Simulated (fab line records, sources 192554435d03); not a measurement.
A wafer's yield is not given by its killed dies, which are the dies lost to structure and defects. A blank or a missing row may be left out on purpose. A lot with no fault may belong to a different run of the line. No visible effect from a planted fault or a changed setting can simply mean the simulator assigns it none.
Which tool was responsible? / flow n5-finfet / 10 lots with 30 wafers sampled at 4 steps, on a route of 1938 steps

WHAT THE GAUGES SHOWED, per wafer
N5_BEOL_M8_INSPECT_58: inspects for defects (darkfield).
lot=L559; measured=day 9 13:25; on=defect-inspect-01; raw-defect-count=28 101 39
lot=L560; measured=day 10 04:34; on=defect-inspect-02; raw-defect-count=62 45 56
lot=L561; measured=day 10 11:37; on=defect-inspect-02; raw-defect-count=110 71 70
lot=L564; measured=day 10 19:16; on=defect-inspect-02; raw-defect-count=97 124 42
lot=L565; measured=day 11 07:46; on=defect-inspect-01; raw-defect-count=109 43 89
lot=L568; measured=day 11 21:10; on=defect-inspect-01; raw-defect-count=110 103 75
lot=L569; measured=day 12 18:40; on=defect-inspect-01; raw-defect-count=108 75 113
lot=L573; measured=day 12 18:56; on=defect-inspect-02; raw-defect-count=74 105 61
lot=L581; measured=day 15 04:33; on=defect-inspect-01; raw-defect-count=1235 1332 1326
lot=L580; measured=day 15 04:23; on=defect-inspect-01; raw-defect-count=1282 1282 1243

WHAT TOOL EACH LOT RAN ON (gives the tool, then ch and the chambers of the sampled wafers, and finally the start)
lot=L559; N5_BEOL_M8_STRIP_80=rie-diel-04 ch 0,2,3, day 9 11:13 or earlier; N5_BEOL_M8_DEGAS_44=pvd-sputter-02, day 9 11:13; N5_BEOL_M8_PRE_CLEAN_55=pecvd-01 ch 0,1, day 9 13:16
lot=L560; N5_BEOL_M8_STRIP_80=rie-diel-04 ch 0,1,3, day 10 01:19 or earlier; N5_BEOL_M8_DEGAS_44=pvd-sputter-03, day 10 01:19; N5_BEOL_M8_PRE_CLEAN_55=pecvd-01 ch 0,1, day 10 04:25
lot=L561; N5_BEOL_M8_STRIP_80=rie-diel-04 ch 2,3, day 10 09:41 or earlier; N5_BEOL_M8_DEGAS_44=pvd-sputter-03, day 10 09:41; N5_BEOL_M8_PRE_CLEAN_55=pecvd-03 ch 0,1,2, day 10 11:31
lot=L564; N5_BEOL_M8_STRIP_80=rie-diel-04 ch 1,2,3, day 10 17:19 or earlier; N5_BEOL_M8_DEGAS_44=pvd-sputter-03, day 10 17:19; N5_BEOL_M8_PRE_CLEAN_55=pecvd-01 ch 0,1, day 10 19:09
lot=L565; N5_BEOL_M8_STRIP_80=rie-diel-02 ch 1,2, day 11 05:58 or earlier; N5_BEOL_M8_DEGAS_44=pvd-sputter-01, day 11 05:58; N5_BEOL_M8_PRE_CLEAN_55=pecvd-03 ch 0,2, day 11 07:38
lot=L568; N5_BEOL_M8_STRIP_80=rie-diel-04 ch 0,1,2, day 11 17:29 or earlier; N5_BEOL_M8_DEGAS_44=pvd-sputter-03, day 11 17:29; N5_BEOL_M8_PRE_CLEAN_55=pecvd-01 ch 0,1,2, day 11 21:02
lot=L569; N5_BEOL_M8_STRIP_80=rie-diel-04 ch 0,1,2, day 12 16:59 or earlier; N5_BEOL_M8_DEGAS_44=pvd-sputter-03, day 12 16:59; N5_BEOL_M8_PRE_CLEAN_55=pecvd-01 ch 0,2, day 12 18:32
lot=L573; N5_BEOL_M8_STRIP_80=rie-diel-02 ch 1,2,3, day 12 17:18 or earlier; N5_BEOL_M8_DEGAS_44=pvd-sputter-02, day 12 17:18; N5_BEOL_M8_PRE_CLEAN_55=pecvd-01 ch 0,1,2, day 12 18:49
lot=L581; N5_BEOL_M8_STRIP_80=rie-diel-02 ch 1,2, day 15 02:59 or earlier; N5_BEOL_M8_DEGAS_44=pvd-sputter-01, day 15 02:59; N5_BEOL_M8_PRE_CLEAN_55=pecvd-01 ch 0,2, day 15 04:24
lot=L580; N5_BEOL_M8_STRIP_80=rie-diel-04 ch 0,1,2, day 15 02:37 or earlier; N5_BEOL_M8_DEGAS_44=pvd-sputter-02, day 15 02:37; N5_BEOL_M8_PRE_CLEAN_55=pecvd-01 ch 0,2, day 15 04:14
- N5_BEOL_M8_STRIP_80: strips in N2/H2, time 10 s.
- N5_BEOL_M8_DEGAS_44: time 60 s.
- N5_BEOL_M8_PRE_CLEAN_55: time 15 s.

THE ANSWER, worked out from the rows above alone
Rule: the lots themselves supply what counts as usual. The widest of any qualifying gaps counts: lots, ordered by their means at a reading, are off when they make up no more than a third of the lots, leave a main group of 4 or more, and stand apart from it by 3 or more times the standard deviation of that group's means. If all means in a main group match to the digits the tables above print for the reading, that group is not used. A lot without any number at a reading at which 4 lots or more have one is off too. The other lots that the step has rows for count as sound.
Off at N5_BEOL_M8_INSPECT_58 (raw-defect-count): L581, L580. Mean 80 and standard deviation 15 in the main group.
A tool fits if, at a process step before that reading, it ran every lot that is off, and no sound lot after the first of them. Those tools and the gauges at N5_BEOL_M8_INSPECT_58 are tried in the same way. N5_BEOL_M8_STRIP_80 gives no start for some lots, so the hours and the order of its lots are those of N5_BEOL_M8_DEGAS_44. Can't be told from this: 2 tools fit, pecvd-01 at N5_BEOL_M8_PRE_CLEAN_55, defect-inspect-01 at N5_BEOL_M8_INSPECT_58.

WHAT HAD BEEN PUT IN BY THE SIMULATOR
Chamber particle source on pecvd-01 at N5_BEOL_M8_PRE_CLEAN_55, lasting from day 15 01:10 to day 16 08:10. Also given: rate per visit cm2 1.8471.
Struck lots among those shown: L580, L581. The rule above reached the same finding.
